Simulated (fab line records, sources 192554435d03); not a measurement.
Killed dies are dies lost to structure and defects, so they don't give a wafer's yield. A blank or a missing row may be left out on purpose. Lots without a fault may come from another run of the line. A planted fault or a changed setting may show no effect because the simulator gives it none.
Split-lot experiment | flow n5_finfet | 7 lots, 21 wafers read, on a route of 1938 steps

THE SPLIT
At N5_BEOL_M5_ETCH_72 (etches underlayer in N2/H2, target depth 6.5 nm, time 5.2 s), the setting source_w was moved away from the recipe's 840 W on 6 of the 21 wafers read, by -15.5% to +6.3%. The other wafers ran this setting at the recipe's value.

The reading is taken at the split's own step.

THE READING
rf_vpp_V, in V, at N5_BEOL_M5_ETCH_72 (etches underlayer in N2/H2, target depth 6.5 nm, time 5.2 s). Fault-free wafers of this fab line usually give 523.7 V, standard deviation 2.3 V.

wafer  | tool, chamber at the split | source_w as run, W | against the recipe | rf_vpp_V, V | against lot-mates on the recipe
L076.2 | rie_diel-02, 3             | 840                | recipe             | 521.3       | -
L076.3 | rie_diel-02, 1             | 840                | recipe             | 524.9       | -
L076.4 | rie_diel-02, 1             | 840                | recipe             | 523.5       | -
L079.1 | rie_diel-03, 1             | 710                | -15.5%             | 551.3       | +28.4
L079.3 | rie_diel-03, 0             | 840                | recipe             | 522.9       | -
L079.5 | rie_diel-03, 1             | 710                | -15.5%             | 550.9       | +28.0
L078.1 | rie_diel-02, 2             | 840                | recipe             | 522.3       | -
L078.2 | rie_diel-02, 0             | 840                | recipe             | 526.4       | -
L078.5 | rie_diel-02, 2             | 840                | recipe             | 522.2       | -
L080.3 | rie_diel-02, 1             | 776.2              | -7.6%              | 539.1       | +14.7
L080.5 | rie_diel-02, 1             | 840                | recipe             | 526.6       | -
L080.6 | rie_diel-02, 2             | 840                | recipe             | 522.2       | -
L085.2 | rie_diel-03, 3             | 840                | recipe             | 524.4       | -
L085.4 | rie_diel-03, 2             | 889.6              | +5.9%              | 513.4       | -11.4
L085.5 | rie_diel-03, 3             | 840                | recipe             | 525.1       | -
L087.1 | rie_diel-06, 1             | 840                | recipe             | 523.0       | -
L087.2 | rie_diel-06, 2             | 775.3              | -7.7%              | 539.5       | +17.5
L087.6 | rie_diel-06, 1             | 840                | recipe             | 520.9       | -
L091.1 | rie_diel-06, 3             | 840                | recipe             | 529.0       | -
L091.2 | rie_diel-06, 0             | 840                | recipe             | 526.7       | -
L091.4 | rie_diel-06, 1             | 893.3              | +6.3%              | 514.0       | -13.9

THE FIT
A straight line over all 21 wafers: rf_vpp_V changes by -1.77 V for each +1% of source_w; r = -0.98; the points scatter about the line by 2.1 V.
The same after taking each lot's own level away (the mean of its wafers on the recipe; 21 wafers): -1.9 V for each +1%; r = -0.99; scatter 1.6 V.
On that fit, the largest move of source_w shifts the reading by 29 V.
The lots' own levels span 521.95 to 527.85 V, that is 2.6 times the standard deviation above.
So the lot-to-lot level changes the slope little: the two slopes agree.
Check: with one of the wafers moved furthest among these (-15.5%) left out of the fit, the line predicts +29.9 V for it against its lot-mates. It came out at +28.4 V against them.
Tool readings at the split's step, against how far the setting was moved: etch_rf_on_time_s r = -0.80; rf_vpp_V r = -0.98.

THE WHOLE CHAIN: every reading that the file lists as answering this split, in the file's order
step               | what it does                                                | reading           | change (the file's fit)              | r (the file's)
N5_BEOL_M5_ETCH_72 | etches underlayer in N2/H2, target depth 6.5 nm, time 5.2 s | etch_rf_on_time_s | withheld for each +1% of the setting | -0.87
N5_BEOL_M5_ETCH_72 | etches underlayer in N2/H2, target depth 6.5 nm, time 5.2 s | rf_vpp_V          | -1.94 V for each +1% of the setting  | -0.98

THE FILE'S OWN FIT
rf_vpp_V changes by -1.94 V for each +1% of source_w, r = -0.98.
